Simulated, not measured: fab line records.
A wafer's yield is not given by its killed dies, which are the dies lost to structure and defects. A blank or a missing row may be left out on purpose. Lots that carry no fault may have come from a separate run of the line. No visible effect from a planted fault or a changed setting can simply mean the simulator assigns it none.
What tool caused it? :: flow nand harc :: 13 lots with 39 wafers sampled at 4 steps, on a route of 1159 steps

## WHAT EACH GAUGE READ, for each wafer
The record holds no reading of a measuring or inspecting step that can be judged against a usual standard deviation.

## EACH LOT AND THE TOOL THAT RAN IT (in order: tool; ch and the chambers of the sampled wafers; start)
lot: L928
NHARC_A_SLIT_DEP_23: pecvd-03 ch 1,2, day 14 11:33
NHARC_A_SLIT_STRIP_18: rie diel-01 ch 1,2,3, day 15 01:19 or earlier
NHARC_A_WL_FILL_CVD_03: cvd w-02 ch 0,1, day 15 01:19
NHARC_A_WL_FILL_ETCHBACK_04: rie metal-03 ch 0,1, day 15 04:40

lot: L930
NHARC_A_SLIT_DEP_23: pecvd-04 ch 0,1,2, day 14 11:34
NHARC_A_SLIT_STRIP_18: rie diel-03 ch 0,1,3, day 15 00:53 or earlier
NHARC_A_WL_FILL_CVD_03: cvd w-01 ch 0,1, day 15 00:53
NHARC_A_WL_FILL_ETCHBACK_04: rie metal-03 ch 0,1, day 15 04:11

lot: L929
NHARC_A_SLIT_DEP_23: pecvd-03 ch 1,2, day 14 11:41
NHARC_A_SLIT_STRIP_18: rie diel-01 ch 2,3, day 15 03:43 or earlier
NHARC_A_WL_FILL_CVD_03: cvd w-01 ch 0,1, day 15 03:43
NHARC_A_WL_FILL_ETCHBACK_04: rie metal-02 ch 0,1, day 15 07:03

lot: L936
NHARC_A_SLIT_DEP_23: pecvd-04 ch 0,2, day 15 10:41
NHARC_A_SLIT_STRIP_18: rie diel-03 ch 0,3, day 16 05:50 or earlier
NHARC_A_WL_FILL_CVD_03: cvd w-02 ch 0,1, day 16 05:50
NHARC_A_WL_FILL_ETCHBACK_04: rie metal-03 ch 0,1, day 16 08:17

lot: L937
NHARC_A_SLIT_DEP_23: pecvd-02 ch 0,1,2, day 16 15:13
NHARC_A_SLIT_STRIP_18: rie diel-02 ch 1,2, day 17 10:31 or earlier
NHARC_A_WL_FILL_CVD_03: cvd w-01 ch 0,1, day 17 10:31
NHARC_A_WL_FILL_ETCHBACK_04: rie metal-02 ch 0,1, day 17 13:49

lot: L941
NHARC_A_SLIT_DEP_23: pecvd-04 ch 0,1,2, day 17 08:43
NHARC_A_SLIT_STRIP_18: rie diel-01 ch 0,2,3, day 17 21:49 or earlier
NHARC_A_WL_FILL_CVD_03: cvd w-02 ch 0,1, day 17 21:49
NHARC_A_WL_FILL_ETCHBACK_04: rie metal-02 ch 0,1, day 18 01:11

lot: L940
NHARC_A_SLIT_DEP_23: pecvd-04 ch 0,1,2, day 17 15:10
NHARC_A_SLIT_STRIP_18: rie diel-02 ch 0,1, day 18 06:43 or earlier
NHARC_A_WL_FILL_CVD_03: cvd w-02 ch 0,1, day 18 06:43
NHARC_A_WL_FILL_ETCHBACK_04: rie metal-02 ch 0,1, day 18 09:11

lot: L943
NHARC_A_SLIT_DEP_23: pecvd-03 ch 0,2, day 17 22:32
NHARC_A_SLIT_STRIP_18: rie diel-01 ch 0,3, day 18 15:16 or earlier
NHARC_A_WL_FILL_CVD_03: cvd w-01 ch 0,1, day 18 15:16
NHARC_A_WL_FILL_ETCHBACK_04: rie metal-01 ch 0,1, day 18 18:08

lot: L944
NHARC_A_SLIT_DEP_23: pecvd-02 ch 0,1, day 18 07:30
NHARC_A_SLIT_STRIP_18: rie diel-01 ch 0,1,3, day 19 01:08 or earlier
NHARC_A_WL_FILL_CVD_03: cvd w-02 ch 0,1, day 19 01:08
NHARC_A_WL_FILL_ETCHBACK_04: rie metal-03 ch 0,1, day 19 04:31

lot: L947
NHARC_A_SLIT_DEP_23: pecvd-04 ch 0,1,2, day 18 14:43
NHARC_A_SLIT_STRIP_18: rie diel-02 ch 0,1,3, day 19 08:36 or earlier
NHARC_A_WL_FILL_CVD_03: cvd w-01 ch 0,1, day 19 08:36
NHARC_A_WL_FILL_ETCHBACK_04: rie metal-03 ch 0,1, day 19 11:30

lot: L948
NHARC_A_SLIT_DEP_23: pecvd-02 ch 0,1, day 18 15:31
NHARC_A_SLIT_STRIP_18: rie diel-03 ch 0,1,2, day 19 05:46 or earlier
NHARC_A_WL_FILL_CVD_03: cvd w-01 ch 0,1, day 19 05:46
NHARC_A_WL_FILL_ETCHBACK_04: rie metal-03 ch 0, day 19 08:40

lot: L950
NHARC_A_SLIT_DEP_23: pecvd-02 ch 1,2, day 20 05:35
NHARC_A_SLIT_STRIP_18: rie diel-03 ch 1,3, day 20 22:50 or earlier
NHARC_A_WL_FILL_CVD_03: cvd w-02 ch 0,1, day 20 22:50
NHARC_A_WL_FILL_ETCHBACK_04: rie metal-03 ch 0,1, day 21 01:17

lot: L951
NHARC_A_SLIT_DEP_23: pecvd-04 ch 0,1, day 20 06:49
NHARC_A_SLIT_STRIP_18: rie diel-03 ch 1,2,3, day 21 01:10 or earlier
NHARC_A_WL_FILL_CVD_03: cvd w-02 ch 0, day 21 01:10
NHARC_A_WL_FILL_ETCHBACK_04: rie metal-01 ch 0,1, day 21 04:00
- NHARC_A_SLIT_DEP_23: deposits SiON, target thk 100 nm.
- NHARC_A_SLIT_STRIP_18: strips in O2.
- NHARC_A_WL_FILL_CVD_03: deposits W, target thk 40 nm, time 3302 s.
- NHARC_A_WL_FILL_ETCHBACK_04: etches the open film in NF3, target depth 60 nm, time 120 s.

## WHAT THE TOOLS THEMSELVES READ (means of the sampled wafers that have a number; where no wafer has one, the mark that the record gives instead)
NHARC_A_SLIT_DEP_23. Usual: heater power w 755 W, standard deviation 89; rf fwd power W 348.5 W, standard deviation 1.
lot: L928
tool: pecvd-03
heater power w (W): 729
rf fwd power W (W): 349.0
flag: 

lot: L930
tool: pecvd-04
heater power w (W): 729
rf fwd power W (W): 349.1
flag: 

lot: L929
tool: pecvd-03
heater power w (W): 784
rf fwd power W (W): 348.3
flag: 

lot: L936
tool: pecvd-04
heater power w (W): 829
rf fwd power W (W): 348.4
flag: 

lot: L937
tool: pecvd-02
heater power w (W): 677
rf fwd power W (W): 347.0
flag: 

lot: L941
tool: pecvd-04
heater power w (W): 747
rf fwd power W (W): 349.3
flag: 

lot: L940
tool: pecvd-04
heater power w (W): 801
rf fwd power W (W): 349.0
flag: 

lot: L943
tool: pecvd-03
heater power w (W): 811
rf fwd power W (W): 347.7
flag: 

lot: L944
tool: pecvd-02
heater power w (W): 615
rf fwd power W (W): 347.5
flag: 

lot: L947
tool: pecvd-04
heater power w (W): 751
rf fwd power W (W): 347.6
flag: 

lot: L948
tool: pecvd-02
heater power w (W): 633
rf fwd power W (W): 347.3
flag: 

lot: L950
tool: pecvd-02
heater power w (W): 669
rf fwd power W (W): 348.7
flag: 

lot: L951
tool: pecvd-04
heater power w (W): 783
rf fwd power W (W): 347.8
flag: 

NHARC_A_SLIT_STRIP_18. Usual: drypump motor current A 5.7 A, standard deviation 0.39; oes product au 0.999 a.u., standard deviation 0.012; rf vpp V 58.0 V, standard deviation 0.96; showerhead plenum p Torr 3.58 Torr, standard deviation 0.13; throttle valve pct 17.037 %, standard deviation 0.0086.
lot: L928
tool: rie diel-01
drypump motor current A (A): 5.8
oes product au (a.u.): 1.004
rf vpp V (V): 57.9
showerhead plenum p Torr (Torr): 3.67
throttle valve pct (%): 17.037
flag: 

lot: L930
tool: rie diel-03
drypump motor current A (A): 5.6
oes product au (a.u.): 0.983
rf vpp V (V): 57.4
showerhead plenum p Torr (Torr): 3.68
throttle valve pct (%): 17.038
flag: 

lot: L929
tool: rie diel-01
drypump motor current A (A): 5.7
oes product au (a.u.): 1.010
rf vpp V (V): 58.9
showerhead plenum p Torr (Torr): 3.71
throttle valve pct (%): 17.039
flag: 

lot: L936
tool: rie diel-03
drypump motor current A (A): 5.7
oes product au (a.u.): 0.973
rf vpp V (V): 58.7
showerhead plenum p Torr (Torr): 3.64
throttle valve pct (%): 17.032
flag: 

lot: L937
tool: rie diel-02
drypump motor current A (A): 5.8
oes product au (a.u.): 1.003
rf vpp V (V): 57.4
showerhead plenum p Torr (Torr): 3.42
throttle valve pct (%): 17.043
flag: 

lot: L941
tool: rie diel-01
drypump motor current A (A): 5.7
oes product au (a.u.): 1.003
rf vpp V (V): 57.3
showerhead plenum p Torr (Torr): 3.59
throttle valve pct (%): 17.033
flag: 

lot: L940
tool: rie diel-02
drypump motor current A (A): 6.0
oes product au (a.u.): 1.005
rf vpp V (V): 58.0
showerhead plenum p Torr (Torr): 3.54
throttle valve pct (%): 17.030
flag: 

lot: L943
tool: rie diel-01
drypump motor current A (A): 5.9
oes product au (a.u.): 1.002
rf vpp V (V): 57.6
showerhead plenum p Torr (Torr): 3.55
throttle valve pct (%): 17.039
flag: 

lot: L944
tool: rie diel-01
drypump motor current A (A): 6.1
oes product au (a.u.): 1.006
rf vpp V (V): 57.7
showerhead plenum p Torr (Torr): 3.51
throttle valve pct (%): 17.040
flag: 

lot: L947
tool: rie diel-02
drypump motor current A (A): 5.5
oes product au (a.u.): 1.001
rf vpp V (V): 58.3
showerhead plenum p Torr (Torr): 3.54
throttle valve pct (%): 17.035
flag: 

lot: L948
tool: rie diel-03
drypump motor current A (A): 5.7
oes product au (a.u.): 0.997
rf vpp V (V): 58.6
showerhead plenum p Torr (Torr): 3.67
throttle valve pct (%): 17.043
flag: 

lot: L950
tool: rie diel-03
drypump motor current A (A): 5.7
oes product au (a.u.): 1.001
rf vpp V (V): 57.6
showerhead plenum p Torr (Torr): 3.71
throttle valve pct (%): 17.039
flag: 

lot: L951
tool: rie diel-03
drypump motor current A (A): 5.8
oes product au (a.u.): 1.000
rf vpp V (V): 59.5
showerhead plenum p Torr (Torr): 3.65
throttle valve pct (%): 17.032
flag: 

NHARC_A_WL_FILL_CVD_03. Usual: heater power w 454 W, standard deviation 26; mfc wf6 sccm 40.01 sccm, standard deviation 0.12; throttle valve pct 8.13 %, standard deviation 0.24.
lot: L928
tool: cvd w-02
heater power w (W): 464
mfc wf6 sccm (sccm): 40.04
throttle valve pct (%): 8.13
flag: 

lot: L930
tool: cvd w-01
heater power w (W): 457
mfc wf6 sccm (sccm): 39.93
throttle valve pct (%): 8.06
flag: 

lot: L929
tool: cvd w-01
heater power w (W): 444
mfc wf6 sccm (sccm): 39.80
throttle valve pct (%): 8.31
flag: 

lot: L936
tool: cvd w-02
heater power w (W): 469
mfc wf6 sccm (sccm): 40.07
throttle valve pct (%): 8.08
flag: 

lot: L937
tool: cvd w-01
heater power w (W): 442
mfc wf6 sccm (sccm): 40.02
throttle valve pct (%): 8.17
flag: 

lot: L941
tool: cvd w-02
heater power w (W): 466
mfc wf6 sccm (sccm): 40.00
throttle valve pct (%): 7.87
flag: 

lot: L940
tool: cvd w-02
heater power w (W): 466
mfc wf6 sccm (sccm): 40.04
throttle valve pct (%): 8.02
flag: 

lot: L943
tool: cvd w-01
heater power w (W): 435
mfc wf6 sccm (sccm): 39.93
throttle valve pct (%): 8.31
flag: 

lot: L944
tool: cvd w-02
heater power w (W): 449
mfc wf6 sccm (sccm): 40.13
throttle valve pct (%): 7.89
flag: 

lot: L947
tool: cvd w-01
heater power w (W): 437
mfc wf6 sccm (sccm): 39.97
throttle valve pct (%): 8.30
flag: 

lot: L948
tool: cvd w-01
heater power w (W): 441
mfc wf6 sccm (sccm): 40.00
throttle valve pct (%): 8.25
flag: 

lot: L950
tool: cvd w-02
heater power w (W): 463
mfc wf6 sccm (sccm): 40.17
throttle valve pct (%): 8.02
flag: 

lot: L951
tool: cvd w-02
heater power w (W): 467
mfc wf6 sccm (sccm): 39.95
throttle valve pct (%): 8.11
flag: 

NHARC_A_WL_FILL_ETCHBACK_04. Usual: drypump motor current A 5.60 A, standard deviation 0.17; oes product au 1.001 a.u., standard deviation 0.011; run length s 141.6 s, standard deviation 0.5.
lot: L928
tool: rie metal-03
drypump motor current A (A): 5.52
oes product au (a.u.): 0.997
run length s (s): 142.2
flag: 

lot: L930
tool: rie metal-03
drypump motor current A (A): 5.58
oes product au (a.u.): 1.005
run length s (s): 141.8
flag: 

lot: L929
tool: rie metal-02
drypump motor current A (A): 5.42
oes product au (a.u.): 1.000
run length s (s): 141.6
flag: 

lot: L936
tool: rie metal-03
drypump motor current A (A): 5.56
oes product au (a.u.): 1.004
run length s (s): 141.9
flag: 

lot: L937
tool: rie metal-02
drypump motor current A (A): 5.51
oes product au (a.u.): 1.009
run length s (s): 135.5
flag: OFF

lot: L941
tool: rie metal-02
drypump motor current A (A): 5.41
oes product au (a.u.): 1.000
run length s (s): 138.4
flag: OFF

lot: L940
tool: rie metal-02
drypump motor current A (A): 5.52
oes product au (a.u.): 1.005
run length s (s): 135.3
flag: OFF

lot: L943
tool: rie metal-01
drypump motor current A (A): 5.80
oes product au (a.u.): 0.994
run length s (s): 141.1
flag: 

lot: L944
tool: rie metal-03
drypump motor current A (A): 5.52
oes product au (a.u.): 1.006
run length s (s): 142.0
flag: 

lot: L947
tool: rie metal-03
drypump motor current A (A): 5.50
oes product au (a.u.): 1.004
run length s (s): 142.1
flag: 

lot: L948
tool: rie metal-03
drypump motor current A (A): 5.46
oes product au (a.u.): 1.014
run length s (s): 141.9
flag: 

lot: L950
tool: rie metal-03
drypump motor current A (A): 5.58
oes product au (a.u.): 0.999
run length s (s): 142.1
flag: 

lot: L951
tool: rie metal-01
drypump motor current A (A): 5.81
oes product au (a.u.): 1.016
run length s (s): 141.1
flag: 

## THE ANSWER, worked out from the rows above alone
Rule: a lot is off if the mean of its wafers that have a number lies more than 3 standard deviations from the usual mean. Also off: a lot with no number at a reading for which 4 or more lots have one. The other lots that the step has rows for count as sound. After the gauges, taken in route order, come the tools' own readings; for these a lot's mean is taken, as printed above. The first step at which some lot is off is used, and at that step the reading that is off furthest; a lot without a number counts as furthest.
Off: L937, L941, L940, at NHARC_A_WL_FILL_ETCHBACK_04 (run length s).
A tool fits if, at that step or a process step before it, it ran every lot that is off, and no sound lot after the first of them. NHARC_A_SLIT_STRIP_18: start missing for some lots; hours and lot order therefore follow NHARC_A_WL_FILL_CVD_03. One fits: rie metal-02 at NHARC_A_WL_FILL_ETCHBACK_04. Its last sound lot is L929 (day 15 07:03), its first lot that is off L937 (day 17 13:49): a fault that began between those two fits.
On the lots that are off, the tool's own readings at NHARC_A_WL_FILL_ETCHBACK_04 differ by more than 5 times the standard deviation of the sound lots' means, which bears it out; run length s reads 136.4 s there versus 141.8 s on the sound lots.

## WHAT HAD BEEN PUT IN BY THE SIMULATOR
rie metal-02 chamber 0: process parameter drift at NHARC_A_WL_FILL_ETCHBACK_04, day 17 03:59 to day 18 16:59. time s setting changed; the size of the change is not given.
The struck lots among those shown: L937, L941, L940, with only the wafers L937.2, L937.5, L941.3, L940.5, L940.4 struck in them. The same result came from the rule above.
